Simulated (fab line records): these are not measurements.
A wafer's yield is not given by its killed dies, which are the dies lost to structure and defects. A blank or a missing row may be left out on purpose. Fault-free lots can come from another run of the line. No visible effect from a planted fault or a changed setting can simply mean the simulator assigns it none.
fab line records	flow n5Finfet
[record] lots = 7	wafers = 21
route steps=1938 shown BEOL_M10@1495 BEOL_M11@1579 BEOL_M13@1696 BEOL_M14@1762 BEOL_M15@1824 MIM_TOP@1835 TV_LITHO@1879
startH: hours from the record's first day to the start of the lot's first wafer shown	waitH: how many hours have passed since the lot's step before this one	" identical to the entry in the row above	L1.1+2: several wafers, shown together as one row	- either no value or no given start	* or withheld: withheld	< > ~ a bound
route shown NAME@n: names a module that has steps shown in the file, with the first one's number in the route	usual: average and standard deviation across the fault-free wafers	same: alike in all rows	chamber/n: place in a boat	sites: per-site readings	_std_site: their standard deviation	_edge_site: inner sites' mean taken away from outer sites' mean	radiusMm: how far each site lies from the wafer's centre	mask NAME#n: copy n	behind: the tool/chamber that last shaped the wafer	hold: why the lot was held/for how many hours/how that ended	device: transistor that didn't switch, given as n, p or np	end of line: tests run on the same wafers once the route is complete	where a step has no rows: the recipe by itself	killed: dies lost to structure and defects at the first sort, not the wafer's yield	map: a wafer's dies, x killed, . not, _ none there
set.NAME: the run value of the setting; set.NAME@STEP: its run value at that earlier step	model.NAME: the simulator's own value behind a step, which no gauge read
lots with deliberately changed settings; one table per step, one row per wafer
[[steps]]
[step N5_BEOL_M10_COAT_64]
[recipe] resist = SiARC	tempC = 220	timeS = 60	spinRpm = 1500	resistThkNm = 30
lot.wafer	tool	chamber	startH	waitH	set.spinRpm	model.SiARC_of_BEOL_M10_COAT_64.thkNm
L079.1+6	lithoTrack-05	0	-	-	1398	31
L079.4	"	0	"	"	1500	30
L080.1+5+6	lithoTrack-03	0	-	-	1500	30.2
L082.1+6	lithoTrack-04	0	-	-	1356	31.6
L082.2	"	0	"	"	1500	30.2
L084.2+4	lithoTrack-03	0	-	-	1500	30
L084.3	"	0	"	"	1619	29
L089.3+5	lithoTrack-04	0	-	-	1443	30.6
L089.4	"	0	"	"	1500	30
L087.1	lithoTrack-03	0	-	-	1500	30
L087.4+6	"	0	"	"	1427	30.8
L095.1	lithoTrack-04	0	-	-	1375	31.4
L095.3+6	"	0	"	"	1500	30
[step N5_BEOL_M10_COAT_22]
[recipe] resist = CAR-ArF	spinRpm = 1500	resistThkNm = 90
[step N5_BEOL_M10_EBR_24]
[recipe] solvent = PGMEA	ebrWidthMm = 1.5
[step N5_BEOL_M10_DESCUM_33]
[recipe] chemistry = O2	timeS = 7.9	sourcePowerW = 50	biasPowerW = 20	pressureMtorr = 20	rfFrequencyHz = 2.712e+07	tempC = 40	resist = CAR-ArF	o2FlowSccm = 225
[step N5_BEOL_M10_ETCH_65]
[recipe] chemistry = CF4	target = SiARC	targetDepthA = 390	maskMaterial = CAR-ArF	timeS = 65	ionEnergyEv = 80	pressureMtorr = 40	sourceW = 545	biasW = 36	Ar_flow_sccm = 100	cf4FlowSccm = 100	ends = cleared
lot.wafer	tool	chamber	startH	waitH	set.spinRpm@BEOL_M10_COAT_64	model.etch.depthNm	model.CAR-ArF_of_BEOL_M10_COAT_22.thkNm
L079.1	rieDiel-04	1	250.83	0.0	1398	31	54.6
L079.4	"	0	"	"	1500	29.91	55.8
L079.6	"	1	"	"	1398	31.05	54.6
L080.1	rieDiel-01	3	277.74	0.0	1500	30.14	55
L080.5	"	3	"	"	1500	30.12	55.2
L080.6	"	2	"	"	1500	30.11	55.2
L082.1	rieDiel-05	0	302.15	0.0	1356	31.59	54.4
L082.2	"	1	"	"	1500	30.11	55.8
L082.6	"	3	"	"	1356	31.66	54.4
L084.2	rieDiel-04	0	339.93	0.0	1500	30.02	55.2
L084.3	"	3	"	"	1619	28.95	56
L084.4	"	2	"	"	1500	30.06	55.4
L089.3	rieDiel-04	1	349.82	0.0	1443	30.56	55.2
L089.4	"	2	"	"	1500	30.01	55.8
L089.5	"	1	"	"	1443	30.58	55.2
L087.1	rieDiel-01	2	360.81	0.0	1500	30.1	55.6
L087.4	"	0	"	"	1427	30.77	54.6
L087.6	"	2	"	"	1427	30.86	54.8
L095.1	rieDiel-01	1	401.83	0.0	1375	31.46	54.2
L095.3+6	"	0,2	"	"	1500	30.07	55.6
[step N5_BEOL_M10_ETCH_66]
[recipe] chemistry = N2/H2	target = SOC	targetDepthA = 1200	overetchA = 240	maskMaterial = SiARC	tempC = 40	timeS = 180	ionEnergyEv = 200	pressureMtorr = 30	sourceW = 840	biasW = 150	n2FlowSccm = 200	h2FlowSccm = 200
lot.wafer	tool	chamber	startH	waitH	set.spinRpm@BEOL_M10_COAT_63	set.spinRpm@BEOL_M10_COAT_64	model.SiARC_of_BEOL_M10_COAT_64.thkNm	model.etch.depthNm
L079.1	rieDiel-04	1	250.88	0.0	1556	1398	23.6	98.01
L079.4	"	0	"	"	1500	1500	22.6	99.73
L079.6	"	1	"	"	1500	1398	23.6	99.75
L080.1	rieDiel-01	3	277.79	0.0	1500	1500	23	100.3
L080.5	"	3	"	"	1500	1500	22.8	100.6
L080.6	"	2	"	"	1500	1500	22.6	100.2
L082.1	rieDiel-05	0	302.20	0.0	1500	1356	24.4	100.5
L082.2	"	1	"	"	1500	1500	23	100.5
L082.6	"	3	"	"	1500	1356	24.4	100.4
L084.2	rieDiel-04	0	339.98	0.0	1500	1500	22.8	100.4
L084.3	"	3	"	"	1500	1619	21.6	100.2
L084.4	"	2	"	"	1500	1500	23	100.2
L089.3	rieDiel-04	1	349.87	0.0	1500	1443	23.2	100.1
L089.4	"	2	"	"	1365	1500	23	104.9
L089.5	"	1	"	"	1365	1443	23.2	104.9
L087.1	rieDiel-01	2	360.86	0.0	1500	1500	22.6	100.1
L087.4	"	0	"	"	1500	1427	23.6	100.1
L087.6	"	2	"	"	1500	1427	23.4	99.98
L095.1	rieDiel-01	1	401.88	0.0	1596	1375	24.2	97.64
L095.3	"	0	"	"	1500	1500	22.8	100.5
L095.6	"	2	"	"	1500	1500	22.4	100.4
[step N5_BEOL_M10_STRIP_69]
[recipe] chemistry = N2/H2	tempC = 40	n2FlowSccm = 200	h2FlowSccm = 200	rfFrequencyHz = 6e+07
[step N5_BEOL_M10_VIA_ETCH_34]
[recipe] chemistry = C4F6/O2	target = SiCOH_lowk	targetDepthA = 1845	maskMaterial = SOC	taperDeg = 4	timeS = 69.2	ionEnergyEv = 250	pressureMtorr = 30	sourceW = 345	biasW = 185	Ar_flow_sccm = 300	C4F6_flow_sccm = 10	O2_flow_sccm = 10
lot.wafer	tool	chamber	startH	waitH	set.spinRpm@BEOL_M10_COAT_63	model.SOC_of_BEOL_M10_COAT_63.thkNm
L079.1	rieDiel-04	1	251.00	0.0	1556	90
L079.4+6	"	0,1	"	"	1500	91.6
L080.1	rieDiel-01	3	277.91	0.0	1500	92.2
L080.5	"	3	"	"	1500	92.6
L080.6	"	2	"	"	1500	92
L082.1+2+6	rieDiel-05	0,1,3	302.32	0.0	1500	92.4
L084.2+4	rieDiel-04	0,2	340.11	0.0	1500	92.4
L084.3	"	3	"	"	1500	92
L089.3	rieDiel-04	1	350.00	0.0	1500	92
L089.4	"	2	"	"	1365	97
L089.5	"	1	"	"	1365	96.8
L087.1+4	rieDiel-01	2,0	360.98	0.0	1500	92
L087.6	"	2	"	"	1500	91.8
L095.1	rieDiel-01	1	402.01	0.0	1596	89.6
L095.3	"	0	"	"	1500	92.4
L095.6	"	2	"	"	1500	92.2
[step N5_BEOL_M11_ETCH_41]
[recipe] chemistry = CH3F/O2	target = SiCN	targetDepthA = 426	taperDeg = 2	timeS = 86	ionEnergyEv = 120	maskMaterial = TiN	pressureMtorr = 30	sourceW = 395	biasW = 75	Ar_flow_sccm = 150	CH3F_flow_sccm = 30	O2_flow_sccm = 20
lot.wafer	tool	chamber	startH	waitH	set.timeS	model.etch.depthNm
L079.1	rieDiel-02	0	-	-	86	32.51
L079.4	"	2	"	"	86	31.91
L079.6	"	3	"	"	86	32.27
L080.1	rieDiel-02	0	-	-	86	33.19
L080.5	"	3	"	"	86	32.65
L080.6	"	2	"	"	86	32.72
L082.1	rieDiel-02	2	-	-	86	32.14
L082.2	"	0	"	"	86	32.54
L082.6	"	3	"	"	86	32.32
L084.2	rieDiel-03	1	-	-	86	33.7
L084.3	"	0	"	"	86	32.28
L084.4	"	2	"	"	86	32.85
L089.3	rieDiel-03	2	-	-	86	32.65
L089.4	"	3	"	"	77.26	28.88
L089.5	"	2	"	"	77.26	29.2
L087.1	rieDiel-03	2	-	-	94.31	35.57
L087.4	"	3	"	"	86	32.25
L087.6	"	1	"	"	86	33.33
L095.1	rieDiel-02	3	-	-	78.62	29.51
L095.3	"	2	"	"	78.62	29.36
L095.6	"	2	"	"	86	32.11
[step N5_BEOL_M13_TRENCH_ETCH_34]
[recipe] chemistry = C4F8/O2/Ar	target = SiOC	targetDepthA = 4134.7	maskMaterial = SOC	pressureMtorr = 30	sourceW = 3000	biasW = 700	Ar_flow_sccm = 400	C4F8_flow_sccm = 15	O2_flow_sccm = 8	heInnerTorr = 15	heOuterTorr = 30	timeS = 162.6	ionEnergyEv = 250
lot.wafer	tool	chamber	startH	waitH	set.timeS	model.etch.depthNm
L079.1	rieDiel-02	0	271.46	0.0	162.6	415
L079.4	"	2	"	"	139.7	354.9
L079.6	"	0	"	"	139.7	358.7
L080.1	rieDiel-06	1	296.44	0.0	162.6	409.2
L080.5	"	0	"	"	162.6	419
L080.6	"	1	"	"	162.6	405.7
L082.1	rieDiel-02	0	323.75	0.0	162.6	413.5
L082.2	"	2	"	"	162.6	410.6
L082.6	"	1	"	"	174.3	441.4
L084.2	rieDiel-03	0	358.09	0.0	162.6	404.8
L084.3	"	3	"	"	136.2	340.9
L084.4	"	2	"	"	136.2	343.7
L089.3	rieDiel-02	3	368.26	0.0	162.6	411.6
L089.4	"	1	"	"	162.6	416.4
L089.5	"	0	"	"	177.3	455
L087.1	rieDiel-06	0	379.47	0.0	178	457.7
L087.4	"	0	"	"	162.6	419.3
L087.6	"	3	"	"	178	454.1
L095.1	rieDiel-03	0	423.32	0.0	162.6	408.7
L095.3	"	3	"	"	149.2	378.8
L095.6	"	0	"	"	162.6	410.6
[step N5_BEOL_M13_STRIP_70]
[recipe] chemistry = C4F8/O2/Ar	resist = SiARC	rfFrequencyHz = 6e+07
[step N5_BEOL_M13_OCD_MEAS_35]
[usual] trenchDepthNm = 412/4.6
lot.wafer	tool	chamber	startH	waitH	set.timeS@BEOL_M13_TRENCH_ETCH_34	trenchDepthNm
L079.1	ocd-02	-	271.64	0.0	162.6	415
L079.4	"	-	"	"	139.7	354
L079.6	"	-	"	"	139.7	359
L080.1	ocd-02	-	296.62	0.0	162.6	409
L080.5	"	-	"	"	162.6	419
L080.6	"	-	"	"	162.6	406
L082.1	ocd-01	-	323.93	0.0	162.6	413
L082.2	"	-	"	"	162.6	411
L082.6	"	-	"	"	174.3	441
L084.2	ocd-02	-	358.27	0.0	162.6	405
L084.3	"	-	"	"	136.2	341
L084.4	"	-	"	"	136.2	344
L089.3	ocd-02	-	368.44	0.0	162.6	412
L089.4	"	-	"	"	162.6	417
L089.5	"	-	"	"	177.3	455
L087.1	ocd-01	-	379.64	0.0	178	458
L087.4	"	-	"	"	162.6	419
L087.6	"	-	"	"	178	454
L095.1	ocd-02	-	423.49	0.0	162.6	408
L095.3	"	-	"	"	149.2	379
L095.6	"	-	"	"	162.6	410
[step N5_BEOL_M13_SPUTTER_44]
[recipe] material = Ta	targetThkA = 100	tempC = 50	biasV = 80	powerW = 15000	chamberPressurePa = 0.07	timeS = 16.13
lot.wafer	tool	chamber	startH	waitH	set.timeS	model.Ta_of_BEOL_M13_SPUTTER_44.thkNm
L079.1+4	pvdSputter-01	-	274.49	0.0	16.13	10
L079.6	"	-	"	"	14.19	8.8
L080.1+5+6	pvdSputter-01	-	299.28	0.0	16.13	9.8
L082.1+6	pvdSputter-02	-	326.54	0.0	16.13	10
L082.2	"	-	"	"	16.13	9.8
L084.2+4	pvdSputter-01	-	366.49	0.0	16.13	10
L084.3	"	-	"	"	16.13	10.2
L089.3+4	pvdSputter-02	-	370.00	0.0	16.13	10.2
L089.5	"	-	"	"	16.13	10
L087.1	pvdSputter-02	-	385.82	0.0	15	9.2
L087.4	"	-	"	"	16.13	10.2
L087.6	"	-	"	"	15	9.4
L095.1+3	pvdSputter-01	-	424.70	0.0	16.13	10.2
L095.6	"	-	"	"	16.93	10.6
[step N5_BEOL_M13_SPUTTER_45]
[recipe] material = Cu	targetThkA = 800	tempC = -20	biasV = 60	powerW = 26000	chamberPressurePa = 0.13	timeS = 13.33
[step N5_BEOL_M13_ECD_47]
[recipe] material = Cu	targetThkA = 9360
[step N5_BEOL_M13_ANNEAL_48]
[recipe] tempC = 225	timeS = 90	ambient = N2
[step N5_BEOL_M13_CMP_49]
[recipe] stopOn = SiOC	tOverpolishS = 17.1	downForcePsi = 1	platenRpm = 50	clearingPlatenDownForcePsi = 1.5	clearingPlatenRpm = 50	postCmpClean = cuAlkaline	targetThkNm = 420	clearingPlatenPadVelocityMS = 0.99484	padVelocityMS = 0.99484
lot.wafer	tool	chamber	startH	waitH	set.timeS@BEOL_M13_TRENCH_ETCH_34	model.Cu_of_BEOL_M13_ECD_47.thkNm
L079.4	cmp-01	2	275.78	0.3	139.7	360.2
L079.1	"	3	"	"	162.6	422.2
L079.6	"	0	"	"	139.7	367
L080.1	cmp-03	1	300.08	0.4	162.6	416.8
L080.6	"	2	"	"	162.6	412.4
L080.5	"	3	"	"	162.6	426.4
L082.2	cmp-01	3	327.20	0.2	162.6	418.4
L082.1	"	1	"	"	162.6	420.2
L082.6	"	3	"	"	174.3	449.2
L084.2	cmp-01	3	367.15	0.2	162.6	411
L084.4	"	0	"	"	136.2	350.8
L084.3	"	1	"	"	136.2	347.4
L089.3	cmp-01	2	370.66	0.2	162.6	416.4
L089.4	"	0	"	"	162.6	423.2
L089.5	"	3	"	"	177.3	459.4
L087.4	cmp-01	2	386.49	0.1	162.6	425.8
L087.1	"	0	"	"	178	466
L087.6	"	3	"	"	178	460.8
L095.3	cmp-01	0	425.40	0.2	149.2	386
L095.1	"	2	"	"	162.6	415.8
L095.6	"	0	"	"	162.6	417
[step N5_BEOL_M13_THK_MEAS_50]
[recipe] thkMeasGauge = xrf	reads = Cu_of_BEOL_M13_ECD_47
[usual] M13_THK = 413/5.8
lot.wafer	tool	chamber	startH	waitH	set.timeS@BEOL_M13_TRENCH_ETCH_34	M13_THK[nm]
L079.1	filmMetro-02	-	276.00	-	162.6	414
L079.4	"	-	"	"	139.7	351
L079.6	"	-	"	"	139.7	360
L080.1	filmMetro-02	-	300.26	-	162.6	414
L080.5	"	-	"	"	162.6	425
L080.6	"	-	"	"	162.6	411
L082.1	filmMetro-02	-	327.49	-	162.6	411
L082.2	"	-	"	"	162.6	411
L082.6	"	-	"	"	174.3	439
L084.2	filmMetro-01	-	367.44	-	162.6	406
L084.3	"	-	"	"	136.2	344
L084.4	"	-	"	"	136.2	348
L089.3	filmMetro-01	-	370.96	-	162.6	413
L089.4	"	-	"	"	162.6	419
L089.5	"	-	"	"	177.3	454
L087.1	filmMetro-01	-	386.79	-	178	466
L087.4	"	-	"	"	162.6	424
L087.6	"	-	"	"	178	457
L095.1	filmMetro-02	-	425.65	-	162.6	406
L095.3	"	-	"	"	149.2	376
L095.6	"	-	"	"	162.6	407
[step N5_BEOL_M13_PRE_CLEAN_52]
[recipe] gas = NH3	timeS = 15	tempC = withheld	rfPowerW = 300
[step N5_BEOL_M13_DEP_53]
[recipe] material = SiCN	targetThkA = 500	tempC = withheld	precursor = 3MS/NH3	pressureTorr = 3	rfW = 675	timeS = 17.8
[step N5_BEOL_M13_RS_MEAS_54]
[recipe] thkMeasGauge = four-point-probe	reads = Cu_of_BEOL_M13_ECD_47+Ta_of_BEOL_M13_SPUTTER_44+TaN_of_BEOL_M13_SPUTTER_43
[usual] M13_RS = 0.0450/0.00055
lot.wafer	tool	chamber	startH	waitH	set.timeS@BEOL_M13_TRENCH_ETCH_34	M13_RS[ohm/sq]
L079.1	filmMetro-02	-	276.13	0.0	162.6	0.0446
L079.4	"	-	"	"	139.7	0.0526
L079.6	"	-	"	"	139.7	0.0515
L080.1	filmMetro-02	-	300.39	0.0	162.6	0.0452
L080.5	"	-	"	"	162.6	0.0442
L080.6	"	-	"	"	162.6	0.0458
L082.1	filmMetro-02	-	327.62	0.0	162.6	0.0449
L082.2	"	-	"	"	162.6	0.0450
L082.6	"	-	"	"	174.3	0.0418
L084.2	filmMetro-02	-	367.57	0.1	162.6	0.0458
L084.3	"	-	"	"	136.2	0.0546
L084.4	"	-	"	"	136.2	0.0539
L089.3	filmMetro-02	-	371.08	0.1	162.6	0.0452
L089.4	"	-	"	"	162.6	0.0445
L089.5	"	-	"	"	177.3	0.0409
L087.1	filmMetro-02	-	386.95	0.1	178	0.0403
L087.4	"	-	"	"	162.6	0.0441
L087.6	"	-	"	"	178	0.0408
L095.1	filmMetro-01	-	425.78	0.0	162.6	0.0454
L095.3	"	-	"	"	149.2	0.0490
L095.6	"	-	"	"	162.6	0.0452
[step N5_BEOL_M14_SPUTTER_43]
[recipe] material = TaN	targetThkA = 150	tempC = 50	biasV = 168.6	powerW = 15000	chamberPressurePa = 0.12	timeS = 24.19
lot.wafer	tool	chamber	startH	waitH	set.powerW	model.TaN_of_BEOL_M14_SPUTTER_43.thkNm
L079.1	pvdSputter-02	-	281.98	0.0	15000	14.8
L079.4	"	-	"	"	12880	13
L079.6	"	-	"	"	15000	15
L080.1+5	pvdSputter-03	-	304.36	0.0	15000	15
L080.6	"	-	"	"	15000	14.8
L082.1	pvdSputter-03	-	331.14	0.0	15000	15
L082.2	"	-	"	"	17060	17
L082.6	"	-	"	"	15000	14.8
L084.2	pvdSputter-02	-	370.52	0.0	14050	14
L084.3	"	-	"	"	14050	14.2
L084.4	"	-	"	"	15000	15
L089.3+4	pvdSputter-02	-	375.57	0.0	15000	15.2
L089.5	"	-	"	"	15000	15.4
L087.1	pvdSputter-02	-	393.22	0.0	15000	14.8
L087.4+6	"	-	"	"	14310	14.2
L095.1+6	pvdSputter-02	-	430.26	0.0	15000	15.2
L095.3	"	-	"	"	15000	15
[step N5_BEOL_M14_SPUTTER_44]
[recipe] material = Ta	targetThkA = 150	tempC = 50	biasV = 80	powerW = 15000	chamberPressurePa = 0.07	timeS = 24.19
lot.wafer	tool	chamber	startH	waitH	set.powerW	model.Ta_of_BEOL_M14_SPUTTER_44.thkNm
L079.1+4+6	pvdSputter-02	-	282.06	0.0	16850	16.8
L080.1+5+6	pvdSputter-03	-	304.44	0.0	15000	14.8
L082.1	pvdSputter-03	-	331.22	0.0	15000	14.8
L082.2+6	"	-	"	"	17520	17.4
L084.2	pvdSputter-02	-	370.60	0.0	15000	15.2
L084.3+4	"	-	"	"	12350	12.6
L089.3+4+5	pvdSputter-02	-	375.65	0.0	15000	15.2
L087.1+4	pvdSputter-02	-	393.31	0.0	15000	14.8
L087.6	"	-	"	"	16680	16.4
L095.1	pvdSputter-02	-	430.34	0.0	15000	15.2
L095.3	"	-	"	"	15000	15.4
L095.6	"	-	"	"	15690	16
[step N5_BEOL_M15_CMP_49]
[recipe] stopOn = SiO2	tOverpolishS = 4.9	downForcePsi = 2	platenRpm = 80	clearingPlatenDownForcePsi = 2	clearingPlatenRpm = 80	postCmpClean = cuAlkaline	targetThkNm = 850	clearingPlatenPadVelocityMS = 1.5917	padVelocityMS = 1.5917
[usual] barrierFieldEndpointS = 11.30/0.23
lot.wafer	tool	chamber	startH	waitH	set.downForcePsi	barrierFieldEndpointS
L079.4	cmp-01	1	287.57	0.1	2	11.47
L079.1	"	0	"	"	2	11.22
L079.6	"	2	"	"	2.394	9.32
L080.1	cmp-04	0	309.80	0.3	2	10.77
L080.5	"	2	"	"	2	11.09
L080.6	"	3	"	"	2	11.18
L082.1	cmp-01	0	336.72	0.3	1.676	13.57
L082.2	"	1	"	"	2	11.82
L082.6	"	3	"	"	1.676	13.42
L084.3	cmp-02	3	376.68	0.2	2	11.47
L084.4	"	0	"	"	2.254	9.84
L084.2	"	1	"	"	2.254	10.16
L089.4	cmp-04	3	388.24	0.2	2	11.55
L089.3	"	0	"	"	2	11.26
L089.5	"	1	"	"	2	11.51
L087.4	cmp-04	3	403.17	0.2	2.242	10.34
L087.1	"	0	"	"	2	11.29
L087.6	"	2	"	"	2	11.43
L095.3	cmp-01	1	439.46	0.2	2	11.72
L095.1	"	3	"	"	2	11.34
L095.6	"	2	"	"	2	11.74
[step N5_MIM_TOP_ALD_01]
[recipe] material = HfO2	targetThkA = 56	tempC = withheld	aldPrecursorFamily = Hf-amide	aldCoReactant = O3	pulseTimeS = 1	purgeTimeS = 3	coReactantPurgeTimeS = 2	coReactantPulseTimeS = 3	aldCycles = 62
lot.wafer	tool	chamber	startH	waitH	set.aldCycles	model.HfO2_of_MIM_TOP_ALD_01.thkNm
L079.1+6	aldHk-03	2,0	-	-	62	5.6
L079.4	"	1	"	"	56	5
L080.1+5+6	aldHk-01	1,0,3	-	-	62	5.6
L082.1+2+6	aldHk-02	2,3,2	-	-	62	5.6
L084.2+4	aldHk-03	3,0	-	-	57	5.2
L084.3	"	2	"	"	62	5.6
L089.3	aldHk-01	2	-	-	55	5
L089.4+5	"	1,2	"	"	62	5.6
L087.1+4+6	aldHk-02	2,0,3	-	-	62	5.6
L095.1	aldHk-02	1	-	-	56	5
L095.3+6	"	3,1	"	"	62	5.6
[step N5_PASSIVATION_EXPOSE_07]
[recipe] maskId = TV	na = 0.55	sourceShape = conventional	sigmaOuter = 0.8	polarization = unpolarized	defocusNm = 0	targetCdNm = 3000	doseMj = 22.75
lot.wafer	tool	chamber	startH	waitH	mask	set.doseMj
L079.1	krfScanner-02	0	295.37	-	TV#0	23.66
L079.4+6	"	0	"	"	TV#0	22.75
L080.1+5+6	krfScanner-02	0	318.48	-	TV#0	22.75
L082.1+2+6	krfScanner-02	0	346.96	-	TV#0	22.04
L084.2	krfScanner-01	0	386.44	-	TV#0	22.75
L084.3+4	"	0	"	"	TV#0	23.78
L089.3+4+5	krfScanner-01	0	395.47	-	TV#0	22.75
L087.1+4+6	krfScanner-01	0	411.93	-	TV#0	22.75
L095.1	krfScanner-02	0	447.34	-	TV#0	22.17
L095.3+6	"	0	"	"	TV#0	22.75
[[key]]
[split] step = N5_BEOL_M10_COAT_64	setting = spinRpm	stated = 1500	by = wafer
[response] step = N5_BEOL_M10_COAT_64	reading = model.SiARC_of_BEOL_M10_COAT_64.thkNm	change = -0.149	per = 1%	r = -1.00
[response] step = N5_BEOL_M10_ETCH_65	reading = model.etch.depthNm	change = -0.155	per = 1%	r = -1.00
[response] step = N5_BEOL_M10_ETCH_65	reading = model.CAR-ArF_of_BEOL_M10_COAT_22.thkNm	change = +0.147	per = 1%	r = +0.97
[response] step = N5_BEOL_M10_ETCH_66	reading = model.SiARC_of_BEOL_M10_COAT_64.thkNm	change = -0.159	per = 1%	r = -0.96
[split] step = N5_BEOL_M11_ETCH_41	setting = timeS	stated = 86	by = wafer
[response] step = N5_BEOL_M11_ETCH_41	reading = model.etch.depthNm	change = +0.32	per = 1%	r = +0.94
[split] step = N5_BEOL_M13_TRENCH_ETCH_34	setting = timeS	stated = 162.6	by = wafer
[response] step = N5_BEOL_M13_TRENCH_ETCH_34	reading = model.etch.depthNm	change = +4	per = 1%	r = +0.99
[response] step = N5_BEOL_M13_OCD_MEAS_35	reading = trenchDepthNm	change = +3.99	per = 1%	r = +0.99
[response] step = N5_BEOL_M13_CMP_49	reading = model.Cu_of_BEOL_M13_ECD_47.thkNm	change = +4	per = 1%	r = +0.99
[response] step = N5_BEOL_M13_THK_MEAS_50	reading = M13_THK	change = +3.92	per = 1%	r = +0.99
[response] step = N5_BEOL_M13_RS_MEAS_54	reading = M13_RS	change = -0.000486	per = 1%	r = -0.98
[split] step = N5_BEOL_M13_SPUTTER_44	setting = timeS	stated = 16.13	by = wafer
[response] step = N5_BEOL_M13_SPUTTER_44	reading = model.Ta_of_BEOL_M13_SPUTTER_44.thkNm	change = +0.104	per = 1%	r = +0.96
[split] step = N5_BEOL_M14_SPUTTER_43	setting = powerW	stated = 15000	by = wafer
[response] step = N5_BEOL_M14_SPUTTER_43	reading = model.TaN_of_BEOL_M14_SPUTTER_43.thkNm	change = +0.143	per = 1%	r = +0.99
[split] step = N5_BEOL_M14_SPUTTER_44	setting = powerW	stated = 15000	by = wafer
[response] step = N5_BEOL_M14_SPUTTER_44	reading = model.Ta_of_BEOL_M14_SPUTTER_44.thkNm	change = +0.149	per = 1%	r = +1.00
[split] step = N5_BEOL_M15_CMP_49	setting = downForcePsi	stated = 2	by = wafer
[response] step = N5_BEOL_M15_CMP_49	reading = barrierFieldEndpointS	change = -0.102	per = 1%	r = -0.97
[split] step = N5_MIM_TOP_ALD_01	setting = aldCycles	stated = 62	by = wafer
[response] step = N5_MIM_TOP_ALD_01	reading = model.HfO2_of_MIM_TOP_ALD_01.thkNm	change = +0.0569	per = 1%	r = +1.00
[split] step = N5_PASSIVATION_EXPOSE_07	setting = doseMj	stated = 22.75	by = wafer
response none in this file
split outsideThisFile step=N5_BEOL_M10_COAT_63 setting=spinRpm
// split outsideThisFile: this setting was split too, and the file shows its column; the key of that split is in another file
